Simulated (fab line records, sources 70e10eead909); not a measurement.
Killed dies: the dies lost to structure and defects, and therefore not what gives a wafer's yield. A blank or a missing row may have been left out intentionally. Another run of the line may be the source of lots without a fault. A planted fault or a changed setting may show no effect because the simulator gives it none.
fab line records	flow nandHarc
record lots=24	wafers=72	lastDay=24
route steps=1159 shown A_CHANNEL_HOLE_D1@464 A_CHANNEL_FILL_D1@495 A_STAIRCASE@550
lots with no fault: from the same line, run without faults
startH: hours from the record's first day to the start of the lot's first wafer shown	waitH: time in hours since the lot's previous step	" the same as in the row above	L1.1+2: a row that stands for several wafers	- no value, or no start was given	* or withheld: withheld	< > ~ a bound
route shown NAME@n: a module of which the file shows steps, and the number in the route of the first	usual: mean and standard deviation over wafers with no fault	same: alike in all rows	chamber/n: place in a boat	sites: the reading at each site	_std_site: the values' standard deviation	_edge_site: the outer-site mean with the inner-site mean subtracted	radiusMm: for every site, how far away it sits from the centre of the wafer	mask NAME#n: copy n	behind: the tool/chamber that last shaped the wafer	hold: reason for holding the lot/hours on hold/outcome of the hold	device: whichever transistor did not switch (one of n, p or np)	end of line: tests run on the same wafers once the route is complete	step lacking rows: just its recipe	killed: dies that structure and defects cost at the first sort, which is not the same as the wafer's yield	map: a wafer's dies, x killed, . not, _ none there
set.NAME: the setting as run; set.NAME@STEP: as run at that earlier step	model.NAME: the simulator's own value behind a step, which no gauge read
route steps across a sampled set of lots; one table per step, one row per wafer
services: when a tool's chamber went out of use (startH, in hours from the record's first day, below 0 if earlier), for how many hours, and the reason
## steps
# step NHARC_A_CHANNEL_HOLE_D1_INSPECT_12
# usual rawDefectCount=5.1/2.7
lot.wafer	tool	chamber	startH	waitH	rawDefectCount
L074.2	defectInspect-01	-	176.16	0.0	3
L074.5	"	-	"	"	4
L074.6	"	-	"	"	3
L075.3	defectInspect-01	-	176.97	0.0	10
L075.4	"	-	"	"	1
L075.5	"	-	"	"	9
L076.1	defectInspect-01	-	192.47	0.0	2
L076.2	"	-	"	"	2
L076.5	"	-	"	"	3
L077.1	defectInspect-02	-	192.92	0.0	2
L077.3	"	-	"	"	7
L077.4	"	-	"	"	4
L078.1	defectInspect-02	-	205.98	0.0	4
L078.2	"	-	"	"	6
L078.3	"	-	"	"	2
L079.2	defectInspect-02	-	206.26	0.0	9
L079.5	"	-	"	"	7
L079.6	"	-	"	"	7
L080.3	defectInspect-02	-	206.44	0.0	5
L080.4	"	-	"	"	5
L080.5	"	-	"	"	2
L081.1	defectInspect-02	-	214.89	0.0	6
L081.4	"	-	"	"	9
L081.5	"	-	"	"	11
L082.2	defectInspect-01	-	222.07	0.1	5
L082.3	"	-	"	"	7
L082.4	"	-	"	"	5
L083.1	defectInspect-01	-	230.99	0.0	1
L083.2	"	-	"	"	3
L083.6	"	-	"	"	4
L084.2	defectInspect-01	-	236.39	0.0	12
L084.4	"	-	"	"	5
L084.5	"	-	"	"	8
L086.2	defectInspect-02	-	254.53	0.0	7
L086.5	"	-	"	"	6
L086.6	"	-	"	"	12
L087.1	defectInspect-02	-	254.96	0.0	4
L087.2	"	-	"	"	4
L087.4	"	-	"	"	4
L085.1	defectInspect-02	-	255.82	0.0	8
L085.4	"	-	"	"	4
L085.6	"	-	"	"	3
L089.3	defectInspect-02	-	268.96	0.1	8
L089.4	"	-	"	"	8
L089.6	"	-	"	"	6
L088.1	defectInspect-02	-	269.12	0.0	6
L088.4	"	-	"	"	5
L088.6	"	-	"	"	8
L090.2	defectInspect-02	-	279.72	0.0	6
L090.4	"	-	"	"	5
L090.5	"	-	"	"	6
L091.2	defectInspect-02	-	280.04	0.0	4
L091.3	"	-	"	"	6
L091.5	"	-	"	"	1
L093.1	defectInspect-02	-	280.20	0.0	4
L093.2	"	-	"	"	8
L093.6	"	-	"	"	3
L092.1	defectInspect-02	-	281.81	0.0	4
L092.3	"	-	"	"	5
L092.6	"	-	"	"	7
L095.2	defectInspect-02	-	292.85	0.0	6
L095.3	"	-	"	"	7
L095.6	"	-	"	"	2
L094.1	defectInspect-01	-	293.96	0.0	17
L094.4	"	-	"	"	9
L094.5	"	-	"	"	3
L096.2	defectInspect-01	-	303.39	0.0	3
L096.3	"	-	"	"	2
L096.4	"	-	"	"	3
L097.1	defectInspect-01	-	313.27	0.0	5
L097.2	"	-	"	"	5
L097.4	"	-	"	"	6
# step NHARC_A_CHANNEL_HOLE_D1_ETCH_23
# recipe biasV=5000	sourceW=withheld	pressureMtorr=20	timeS=819	arFlowSccm=375	c4f8FlowSccm=89.3	o2FlowSccm=35.7	tempC=-20	targetDepthA=16000	chemistry=C4F8/O2/Ar
# usual drypumpMotorCurrentA=6.2/0.39	showerheadPlenumPTorr=3.71/0.11	throttleValvePct=32.154/0.0091
lot.wafer	tool	chamber	startH	waitH	drypumpMotorCurrentA	rfHoursCounterH	showerheadPlenumPTorr	throttleValvePct
L074.2	harEtch-02	1	179.16	0.5	5.7	104	3.68	32.161
L074.5	"	0	"	"	6.0	-	3.87	32.157
L074.6	"	1	"	"	5.7	-	3.68	32.147
L075.3	harEtch-01	0	182.35	0.5	6.7	-	3.58	32.155
L075.4	"	1	"	"	6.6	-	3.77	32.159
L075.5	"	0	"	"	6.7	-	3.58	32.160
L076.2	harEtch-02	0	195.14	0.5	6.0	109	3.87	32.141
L076.1	"	1	"	"	5.7	109	3.68	32.147
L076.5	"	1	"	"	5.7	-	3.68	32.145
L077.1	harEtch-01	1	195.74	0.5	6.5	202	3.77	32.157
L077.4	"	0	"	"	6.7	-	3.58	32.144
L077.3	"	1	"	"	6.5	-	3.76	32.163
L078.2	harEtch-02	1	208.66	0.5	5.7	115	3.68	32.158
L078.1	"	0	"	"	6.0	115	3.87	32.165
L078.3	"	1	"	"	5.7	-	3.68	32.159
L080.4	harEtch-01	0	209.35	0.5	6.7	-	3.57	32.133
L080.3	"	1	"	"	6.5	-	3.76	32.163
L080.5	"	0	"	"	6.7	-	3.57	32.148
L079.2	harEtch-02	1	212.97	0.5	5.7	119	3.68	32.152
L079.5	"	0	"	"	6.0	-	3.87	32.155
L079.6	"	1	"	"	5.8	-	3.68	32.149
L081.1	harEtch-02	0	217.61	0.5	6.0	123	3.86	32.167
L081.4	"	1	"	"	5.8	-	3.67	32.141
L081.5	"	0	"	"	6.0	-	3.86	32.160
L082.2	harEtch-01	0	224.87	0.5	6.7	214	3.57	32.147
L082.3	"	1	"	"	6.5	-	3.76	32.159
L082.4	"	0	"	"	6.7	-	3.57	32.162
L083.2	harEtch-01	0	233.68	0.5	6.7	218	3.57	32.159
L083.1	"	1	"	"	6.6	218	3.76	32.154
L083.6	"	0	"	"	6.7	-	3.57	32.146
L084.2	harEtch-02	0	239.19	0.5	6.0	128	3.86	32.155
L084.4	"	1	"	"	5.7	-	3.67	32.150
L084.5	"	1	"	"	5.7	-	3.67	32.156
L086.2	harEtch-02	1	257.33	0.5	5.7	135	3.67	32.168
L086.6	"	0	"	"	6.0	-	3.86	32.165
L086.5	"	1	"	"	5.8	-	3.67	32.155
L087.1	harEtch-01	0	257.64	0.5	6.7	226	3.56	32.149
L087.2	"	1	"	"	6.5	226	3.75	32.151
L087.4	"	1	"	"	6.5	-	3.75	32.143
L085.1	harEtch-02	1	261.50	0.5	5.7	139	3.67	32.156
L085.4	"	0	"	"	6.0	-	3.85	32.156
L085.6	"	0	"	"	6.0	-	3.85	32.162
L089.3	harEtch-01	1	271.87	0.5	6.5	-	3.75	32.173
L089.4	"	0	"	"	6.7	-	3.56	32.158
L089.6	"	1	"	"	6.5	-	3.75	32.171
L088.1	harEtch-02	1	271.91	0.5	5.7	144	3.66	32.159
L088.4	"	1	"	"	5.8	-	3.66	32.155
L088.6	"	0	"	"	6.0	-	3.85	32.167
L090.2	harEtch-01	0	282.39	0.5	6.7	239	3.56	32.151
L090.4	"	1	"	"	6.5	-	3.75	32.165
L090.5	"	1	"	"	6.5	-	3.75	32.154
L091.2	harEtch-02	1	282.83	0.5	5.7	150	3.66	32.149
L091.3	"	1	"	"	5.7	-	3.66	32.160
L091.5	"	1	"	"	5.7	-	3.66	32.147
L093.1	harEtch-01	0	286.52	0.5	6.7	243	3.55	32.154
L093.2	"	1	"	"	6.5	243	3.74	32.171
L093.6	"	0	"	"	6.7	-	3.55	32.152
L092.1	harEtch-02	0	286.90	0.5	6.0	154	3.85	32.157
L092.3	"	0	"	"	6.0	-	3.85	32.156
L092.6	"	1	"	"	5.7	-	3.66	32.130
L095.2	harEtch-01	0	295.52	0.5	6.7	248	3.55	32.151
L095.3	"	0	"	"	6.7	-	3.55	32.152
L095.6	"	0	"	"	6.7	-	3.55	32.152
L094.1	harEtch-02	1	296.77	0.5	5.7	159	3.65	32.162
L094.4	"	1	"	"	5.7	-	3.65	32.167
L094.5	"	1	"	"	5.7	-	3.65	32.173
L096.2	harEtch-01	0	306.17	0.5	6.7	252	3.55	32.157
L096.3	"	1	"	"	6.5	-	3.74	32.161
L096.4	"	0	"	"	6.7	-	3.55	32.141
L097.1	harEtch-02	1	315.95	0.5	5.8	166	3.65	32.134
L097.2	"	0	"	"	6.0	166	3.84	32.156
L097.4	"	0	"	"	6.0	-	3.84	32.167
# step NHARC_A_CHANNEL_HOLE_D1_ETCH_33
# recipe biasV=400	sourceW=2000	pressureMtorr=25	timeS=90	arFlowSccm=375	c4f8FlowSccm=41.7	o2FlowSccm=83.3	tempC=-20	targetDepthA=4000	chemistry=C4F8/O2/Ar
# usual drypumpMotorCurrentA=6.2/0.39	showerheadPlenumPTorr=3.75/0.11	throttleValvePct=27.619/0.0087
lot.wafer	tool	chamber	startH	waitH	drypumpMotorCurrentA	rfHoursCounterH	showerheadPlenumPTorr	throttleValvePct
L074.2	harEtch-02	1	181.62	0.2	5.7	106	3.72	27.609
L074.5	"	0	"	"	6.0	-	3.92	27.615
L074.6	"	1	"	"	5.7	-	3.72	27.612
L075.3	harEtch-01	0	184.74	0.2	6.7	-	3.61	27.605
L075.4	"	1	"	"	6.5	-	3.81	27.619
L075.5	"	0	"	"	6.7	-	3.61	27.621
L076.2	harEtch-02	0	197.68	0.2	6.0	112	3.92	27.603
L076.1	"	1	"	"	5.7	112	3.72	27.617
L076.5	"	1	"	"	5.7	-	3.72	27.631
L077.1	harEtch-01	1	198.21	0.2	6.5	204	3.81	27.621
L077.4	"	0	"	"	6.7	-	3.61	27.628
L077.3	"	1	"	"	6.6	-	3.81	27.610
L078.2	harEtch-02	1	211.23	0.2	5.8	117	3.72	27.625
L078.1	"	0	"	"	6.0	117	3.91	27.607
L078.3	"	1	"	"	5.7	-	3.72	27.621
L080.4	harEtch-01	0	211.72	0.2	6.7	-	3.61	27.612
L080.3	"	1	"	"	6.5	-	3.80	27.615
L080.5	"	0	"	"	6.7	-	3.61	27.610
L079.2	harEtch-02	1	215.42	0.2	5.7	121	3.71	27.620
L079.5	"	0	"	"	6.0	-	3.91	27.614
L079.6	"	1	"	"	5.7	-	3.71	27.624
L081.1	harEtch-02	0	220.16	0.2	6.0	125	3.91	27.630
L081.4	"	1	"	"	5.7	-	3.71	27.623
L081.5	"	0	"	"	6.0	-	3.91	27.626
L082.2	harEtch-01	0	227.32	0.2	6.7	216	3.60	27.614
L082.3	"	1	"	"	6.5	-	3.80	27.615
L082.4	"	0	"	"	6.7	-	3.60	27.619
L083.2	harEtch-01	0	236.23	0.2	6.7	220	3.60	27.615
L083.1	"	1	"	"	6.6	220	3.80	27.629
L083.6	"	0	"	"	6.7	-	3.60	27.614
L084.2	harEtch-02	0	246.08	0.2	6.0	130	3.90	27.616
L084.4	"	1	"	"	5.7	-	3.71	27.624
L084.5	"	1	"	"	5.7	-	3.71	27.608
L086.2	harEtch-02	1	259.79	0.2	5.7	137	3.71	27.615
L086.6	"	0	"	"	6.0	-	3.90	27.611
L086.5	"	1	"	"	5.7	-	3.71	27.611
L087.1	harEtch-01	0	260.15	0.2	6.7	229	3.60	27.617
L087.2	"	1	"	"	6.5	229	3.79	27.608
L087.4	"	1	"	"	6.5	-	3.79	27.624
L085.1	harEtch-02	1	263.97	0.2	5.7	141	3.70	27.628
L085.4	"	0	"	"	6.0	-	3.90	27.635
L085.6	"	0	"	"	6.0	-	3.90	27.628
L089.3	harEtch-01	1	274.25	0.2	6.5	-	3.79	27.610
L089.4	"	0	"	"	6.7	-	3.59	27.626
L089.6	"	1	"	"	6.5	-	3.79	27.623
L088.1	harEtch-02	1	274.37	0.2	5.8	147	3.70	27.596
L088.4	"	1	"	"	5.7	-	3.70	27.626
L088.6	"	0	"	"	6.0	-	3.89	27.628
L090.2	harEtch-01	0	284.90	0.2	6.7	241	3.59	27.618
L090.4	"	1	"	"	6.5	-	3.79	27.607
L090.5	"	1	"	"	6.5	-	3.79	27.620
L091.2	harEtch-02	1	285.30	0.2	5.8	152	3.70	27.627
L091.3	"	1	"	"	5.8	-	3.70	27.619
L091.5	"	1	"	"	5.8	-	3.70	27.604
L093.1	harEtch-01	0	289.07	0.2	6.7	245	3.59	27.626
L093.2	"	1	"	"	6.5	245	3.78	27.632
L093.6	"	0	"	"	6.7	-	3.59	27.631
L092.1	harEtch-02	0	289.44	0.2	6.1	156	3.89	27.619
L092.3	"	0	"	"	6.0	-	3.89	27.620
L092.6	"	1	"	"	5.8	-	3.69	27.605
L095.2	harEtch-01	0	298.08	0.2	6.7	250	3.58	27.611
L095.3	"	0	"	"	6.7	-	3.59	27.621
L095.6	"	0	"	"	6.7	-	3.58	27.616
L094.1	harEtch-02	1	299.21	0.2	5.8	161	3.69	27.619
L094.4	"	1	"	"	5.7	-	3.69	27.621
L094.5	"	1	"	"	5.7	-	3.69	27.624
L096.2	harEtch-01	0	308.61	0.2	6.7	254	3.58	27.618
L096.3	"	1	"	"	6.5	-	3.78	27.632
L096.4	"	0	"	"	6.7	-	3.58	27.600
L097.1	harEtch-02	1	318.48	0.2	5.8	168	3.69	27.625
L097.2	"	0	"	"	6.0	168	3.88	27.616
L097.4	"	0	"	"	6.0	-	3.88	27.632
# step NHARC_A_CHANNEL_FILL_D1_ALD_15
# recipe targetThkA=20	pulseTimeS=60	aldCycles=19	tempC=630	pressureTorr=2	material=SiNx
# usual precursorPulseHeightRel=1.001/0.019
lot.wafer	tool	chamber	startH	waitH	precursorPulseHeightRel
L074.2	aldSinBatch-01	0	-	-	1.022
L074.5	"	0	"	"	0.976
L074.6	"	0	"	"	1.011
L075.3	aldSinBatch-01	0	-	-	0.971
L075.4	"	0	"	"	0.974
L075.5	"	0	"	"	1.005
L076.1	aldSinBatch-03	0	-	-	1.010
L076.2	"	0	"	"	1.007
L076.5	"	0	"	"	0.977
L077.1	aldSinBatch-03	0	209.78	2.8	0.979
L077.3	"	0	"	"	1.005
L077.4	"	0	"	"	0.984
L078.1	aldSinBatch-03	0	223.27	2.9	1.000
L078.2	"	0	"	"	1.002
L078.3	"	0	"	"	0.998
L080.3	aldSinBatch-03	0	-	-	1.004
L080.4	"	0	"	"	1.000
L080.5	"	0	"	"	1.021
L079.2	aldSinBatch-03	0	-	-	1.022
L079.5	"	0	"	"	1.022
L079.6	"	0	"	"	1.002
L081.1	aldSinBatch-03	0	-	-	0.989
L081.4	"	0	"	"	0.978
L081.5	"	0	"	"	0.982
L082.2	aldSinBatch-01	0	-	-	0.990
L082.3	"	0	"	"	0.997
L082.4	"	0	"	"	1.007
L083.1	aldSinBatch-01	0	-	-	0.957
L083.2	"	0	"	"	0.991
L083.6	"	0	"	"	1.019
L084.2	aldSinBatch-02	0	-	-	1.003
L084.4	"	0	"	"	0.999
L084.5	"	0	"	"	1.020
L086.2	aldSinBatch-01	0	-	-	1.020
L086.5	"	0	"	"	1.007
L086.6	"	0	"	"	1.009
L087.1	aldSinBatch-01	0	271.87	3.1	0.981
L087.2	"	0	"	"	1.019
L087.4	"	0	"	"	1.026
L085.1	aldSinBatch-03	0	-	-	1.016
L085.4	"	0	"	"	0.998
L085.6	"	0	"	"	1.000
L088.1	aldSinBatch-01	0	-	-	1.014
L088.4	"	0	"	"	0.995
L088.6	"	0	"	"	1.019
L089.3	aldSinBatch-01	0	-	-	1.012
L089.4	"	0	"	"	0.990
L089.6	"	0	"	"	0.988
L090.2	aldSinBatch-02	0	-	-	0.995
L090.4	"	0	"	"	1.008
L090.5	"	0	"	"	1.016
L091.2	aldSinBatch-02	0	-	-	0.994
L091.3	"	0	"	"	0.988
L091.5	"	0	"	"	1.017
L092.1	aldSinBatch-03	0	-	-	1.006
L092.3	"	0	"	"	1.019
L092.6	"	0	"	"	1.030
L093.1	aldSinBatch-03	0	-	-	0.989
L093.2	"	0	"	"	1.000
L093.6	"	0	"	"	1.039
L094.1	aldSinBatch-02	0	-	-	0.987
L094.4	"	0	"	"	1.012
L094.5	"	0	"	"	1.037
L095.2	aldSinBatch-02	0	-	-	0.971
L095.3	"	0	"	"	0.989
L095.6	"	0	"	"	0.990
L096.2	aldSinBatch-02	0	-	-	0.992
L096.3	"	0	"	"	1.020
L096.4	"	0	"	"	0.985
L097.1	aldSinBatch-01	0	-	-	1.014
L097.2	"	0	"	"	0.994
L097.4	"	0	"	"	0.993
# step NHARC_A_CHANNEL_FILL_D1_ALD_16
# recipe targetThkA=15	pulseTimeS=10	aldCycles=15	tempC=300	material=SiO2
# usual heaterPowerW=473/50	precursorPulseHeightRel=0.996/0.02
lot.wafer	tool	chamber	startH	waitH	heaterPowerW	precursorPulseHeightRel	sinceWetCleanH
L074.2	aldHk-01	1	197.50	0.0	495	0.994	133
L074.5	"	1	"	"	488	1.020	-
L074.6	"	2	"	"	449	0.968	-
L075.4	aldHk-02	1	197.54	0.1	467	1.027	84
L075.3	"	3	"	"	443	1.028	84
L075.5	"	1	"	"	448	0.997	-
L076.2	aldHk-02	0	211.86	0.1	412	1.021	99
L076.1	"	1	"	"	459	1.009	99
L076.5	"	0	"	"	409	1.021	-
L077.3	aldHk-04	3	211.89	0.1	550	0.995	15
L077.4	"	0	"	"	479	0.999	15
L077.1	"	1	"	"	565	0.986	15
L078.2	aldHk-01	2	226.20	0.9	446	0.967	162
L078.3	"	3	"	"	444	0.990	162
L078.1	"	0	"	"	476	0.981	162
L080.3	aldHk-01	2	226.36	1.1	447	1.020	162
L080.4	"	1	"	"	476	0.992	162
L080.5	"	3	"	"	434	1.020	-
L079.2	aldHk-01	1	231.69	0.0	495	0.976	167
L079.6	"	1	"	"	506	1.017	-
L079.5	"	2	"	"	439	0.973	-
L081.1	aldHk-02	2	239.17	1.3	552	0.995	126
L081.4	"	0	"	"	406	0.980	126
L081.5	"	2	"	"	547	1.017	-
L082.3	aldHk-01	1	244.16	0.1	496	1.002	2
L082.4	"	2	"	"	445	0.983	2
L082.2	"	3	"	"	429	0.987	2
L083.2	aldHk-02	2	251.55	0.0	549	1.020	138
L083.1	"	0	"	"	405	1.021	138
L083.6	"	2	"	"	547	0.992	-
L084.4	aldHk-04	2	260.23	0.0	458	0.989	63
L084.2	"	0	"	"	486	0.980	63
L084.5	"	3	"	"	544	0.952	-
L087.4	aldHk-04	1	273.94	0.0	573	1.008	77
L087.2	"	2	"	"	457	0.984	77
L087.1	"	3	"	"	551	0.991	77
L086.2	aldHk-04	2	274.16	0.3	447	0.953	77
L086.5	"	0	"	"	489	1.003	-
L086.6	"	1	"	"	577	0.986	-
L085.4	aldHk-01	2	278.10	0.1	443	1.057	36
L085.1	"	3	"	"	427	0.976	36
L085.6	"	0	"	"	473	1.017	-
L089.4	aldHk-01	2	288.34	0.0	443	0.995	46
L089.3	"	0	"	"	477	0.992	46
L089.6	"	2	"	"	431	1.028	-
L088.4	aldHk-01	0	288.53	0.2	476	1.018	46
L088.1	"	2	"	"	448	0.972	46
L088.6	"	0	"	"	479	1.008	-
L090.4	aldHk-02	3	301.32	2.3	414	0.992	10
L090.2	"	1	"	"	451	0.972	10
L090.5	"	0	"	"	393	0.995	-
L091.2	aldHk-04	3	301.39	2.4	543	1.019	104
L091.3	"	2	"	"	470	0.973	104
L091.5	"	3	"	"	544	0.993	-
L093.1	aldHk-04	3	303.20	0.0	548	1.017	106
L093.2	"	1	"	"	577	1.027	106
L093.6	"	0	"	"	496	0.987	-
L092.1	aldHk-01	0	303.23	0.1	472	1.000	61
L092.3	"	2	"	"	446	1.002	61
L092.6	"	0	"	"	480	1.015	-
L094.4	aldHk-02	2	314.36	0.7	493	1.035	23
L094.1	"	0	"	"	397	0.975	23
L094.5	"	3	"	"	415	0.998	-
L095.2	aldHk-02	1	314.54	0.9	458	0.998	23
L095.3	"	2	"	"	502	0.976	23
L095.6	"	0	"	"	403	0.988	-
L096.2	aldHk-01	0	323.20	0.0	487	1.006	81
L096.3	"	1	"	"	489	1.005	81
L096.4	"	2	"	"	450	0.999	81
L097.1	aldHk-04	0	334.72	0.0	470	1.020	137
L097.2	"	1	"	"	588	1.026	137
L097.4	"	3	"	"	548	1.052	137
# step NHARC_A_STAIRCASE_TRIM_14
# recipe timeS=211.2	o2FlowSccm=500	arFlowSccm=0	biasW=0	chemistry=O2
# usual drypumpMotorCurrentA=5.6/0.46	oesProductAu=0.997/0.0072	rfVppV=58.0/0.88	showerheadPlenumPTorr=3.56/0.12	throttleValvePct=17.036/0.0095
lot.wafer	tool	chamber	startH	waitH	drypumpMotorCurrentA	oesProductAu	rfHoursCounterH	rfVppV	showerheadPlenumPTorr	throttleValvePct
L075.4	rieDiel-02	2	-	-	6.3	0.995	33	58.7	3.70	17.021
L075.3	"	1	"	"	5.8	0.999	27	57.2	3.51	17.029
L075.5	"	3	"	"	5.0	0.998	-	57.2	3.51	17.039
L074.2	rieDiel-04	3	-	-	5.7	1.001	45	59.5	3.64	17.042
L074.6	"	3	"	"	5.7	0.998	-	57.2	3.64	17.032
L074.5	"	0	"	"	5.4	1.008	-	57.9	3.44	17.036
L076.1	rieDiel-05	0	-	-	5.3	0.999	29	57.3	3.41	17.027
L076.2	"	1	"	"	6.5	0.992	27	57.1	3.39	17.027
L076.5	"	0	"	"	5.3	0.991	-	58.9	3.41	17.025
L077.3	rieDiel-02	0	-	-	5.7	1.008	36	59.3	3.73	17.039
L077.4	"	2	"	"	6.2	0.992	39	58.2	3.69	17.039
L077.1	"	3	"	"	4.9	1.006	39	58.4	3.50	17.034
L080.4	rieDiel-02	2	-	-	6.2	0.999	44	57.7	3.69	17.019
L080.3	"	3	"	"	4.9	1.008	44	58.5	3.50	17.029
L080.5	"	2	"	"	6.3	0.998	-	58.1	3.69	17.040
L079.2	rieDiel-05	0	-	-	5.3	1.002	35	58.5	3.41	17.044
L079.6	"	0	"	"	5.3	1.006	-	57.3	3.41	17.042
L079.5	"	1	"	"	6.5	1.003	-	58.1	3.39	17.035
L078.1	rieDiel-02	2	-	-	6.3	0.991	47	56.8	3.69	17.034
L078.3	"	3	"	"	5.0	0.998	45	57.4	3.50	17.023
L078.2	"	1	"	"	5.9	0.994	40	58.9	3.50	17.018
L081.1	rieDiel-02	1	-	-	5.8	0.994	46	57.7	3.50	17.034
L081.4	"	2	"	"	6.2	0.998	52	59.0	3.69	17.031
L081.5	"	0	"	"	5.7	0.992	-	58.1	3.72	17.042
L082.4	rieDiel-05	3	-	-	5.0	1.000	38	58.0	3.62	17.032
L082.3	"	0	"	"	5.3	0.991	40	57.5	3.41	17.039
L082.2	"	2	"	"	5.7	0.991	37	57.7	3.52	17.035
L083.2	rieDiel-02	1	-	-	5.8	1.001	47	56.6	3.50	17.035
L083.1	"	3	"	"	4.9	0.998	52	57.7	3.50	17.039
L083.6	"	0	"	"	5.6	0.994	-	58.9	3.72	17.028
L084.2	rieDiel-04	2	-	-	5.1	1.018	1	57.6	3.55	17.015
L084.4	"	3	"	"	5.8	1.001	1	58.1	3.63	17.046
L084.5	"	0	"	"	5.4	1.003	-	57.9	3.43	17.057
L086.2	rieDiel-02	3	-	-	4.9	1.004	60	57.4	3.49	17.040
L086.5	"	3	"	"	5.0	1.013	-	57.4	3.49	17.025
L086.6	"	0	"	"	5.7	0.996	-	56.6	3.72	17.043
L087.1	rieDiel-05	2	-	-	5.7	0.995	46	58.0	3.51	17.022
L087.2	"	3	"	"	5.0	0.981	48	58.7	3.61	17.064
L087.4	"	1	"	"	6.5	0.990	48	57.7	3.38	17.040
L085.1	rieDiel-05	1	-	-	6.5	0.995	51	58.2	3.38	17.053
L085.4	"	2	"	"	5.7	0.989	49	58.4	3.51	17.027
L085.6	"	1	"	"	6.5	0.986	-	57.1	3.38	17.032
L088.1	rieDiel-02	3	-	-	4.9	1.003	67	57.1	3.49	17.017
L088.4	"	0	"	"	5.6	0.995	65	59.4	3.71	17.037
L088.6	"	3	"	"	4.9	1.009	-	57.8	3.49	17.040
L089.4	rieDiel-05	0	-	-	5.3	0.984	57	58.2	3.40	17.044
L089.3	"	1	"	"	6.5	0.994	54	58.4	3.37	17.043
L089.6	"	2	"	"	5.7	0.993	-	56.6	3.51	17.040
L093.1	rieDiel-02	1	-	-	5.8	0.995	1	57.7	3.49	17.040
L093.2	"	2	"	"	6.2	0.998	1	59.2	3.68	17.038
L093.6	"	1	"	"	5.8	0.996	-	58.6	3.49	17.050
L091.3	rieDiel-04	1	-	-	5.6	0.989	10	58.4	3.77	17.027
L091.2	"	2	"	"	5.1	0.997	12	57.7	3.54	17.050
L091.5	"	0	"	"	5.4	0.999	-	56.6	3.42	17.036
L090.4	rieDiel-02	0	-	-	5.7	1.004	1	58.0	3.71	17.048
L090.2	"	3	"	"	4.9	0.997	1	57.0	3.49	17.034
L090.5	"	1	"	"	5.8	0.996	-	57.2	3.49	17.047
L092.3	rieDiel-04	3	-	-	5.7	1.006	13	57.8	3.62	17.021
L092.1	"	1	"	"	5.6	0.989	12	59.6	3.77	17.029
L092.6	"	3	"	"	5.8	1.011	-	58.3	3.62	17.033
L095.3	rieDiel-02	1	-	-	5.8	0.997	9	58.8	3.48	17.018
L095.2	"	3	"	"	5.0	0.999	10	58.2	3.48	17.049
L095.6	"	2	"	"	6.2	1.006	-	58.8	3.67	17.020
L094.4	rieDiel-02	1	-	-	5.8	1.004	10	57.4	3.48	17.044
L094.1	"	0	"	"	5.7	0.985	10	56.5	3.71	17.050
L094.5	"	2	"	"	6.3	0.988	-	59.7	3.67	17.037
L096.4	rieDiel-02	2	-	-	6.2	1.007	14	58.2	3.67	17.037
L096.3	"	3	"	"	4.9	0.998	14	57.3	3.48	17.030
L096.2	"	1	"	"	5.8	0.997	13	58.8	3.48	17.050
L097.1	rieDiel-05	3	-	-	5.0	0.992	9	59.5	3.60	17.028
L097.2	"	0	"	"	5.3	0.996	10	58.0	3.39	17.033
L097.4	"	1	"	"	6.5	0.994	9	57.5	3.37	17.038
## services
tool	chamber	startH	hours	kind
rieDiel-05	-	163.65	9.0	pm
aldHk-04	-	187.36	10.0	pm
rieDiel-02	1	218.06	10.4	repair
aldHk-01	-	232.37	10.0	pm
rieDiel-02	-	268.13	0.7	repair
rieDiel-02	-	281.04	0.8	repair
aldHk-02	-	281.35	10.0	pm
rieDiel-04	-	289.09	9.0	pm
aldHk-01	-	296.17	1.6	repair
harEtch-01	-	308.77	17.0	pm
harEtch-01	0	308.77	17.0	ventCycle
harEtch-01	1	308.77	17.0	ventCycle
aldSinBatch-03	-	314.00	26.0	pm
rieDiel-04	-	314.14	16.1	repair
harEtch-01	0	325.77	-	clean
harEtch-01	0	325.77	-	consumableReplace:focusRing
harEtch-01	1	325.77	-	clean
harEtch-01	1	325.77	-	consumableReplace:focusRing
rieDiel-02	-	328.27	9.0	pm
aldSinBatch-02	-	331.75	2.1	repair
rieDiel-05	-	340.68	9.0	pm
rieDiel-04	1	359.93	2.0	repair
aldHk-04	-	365.36	10.0	pm
rieDiel-02	3	366.58	10.0	repair
## key
fault none
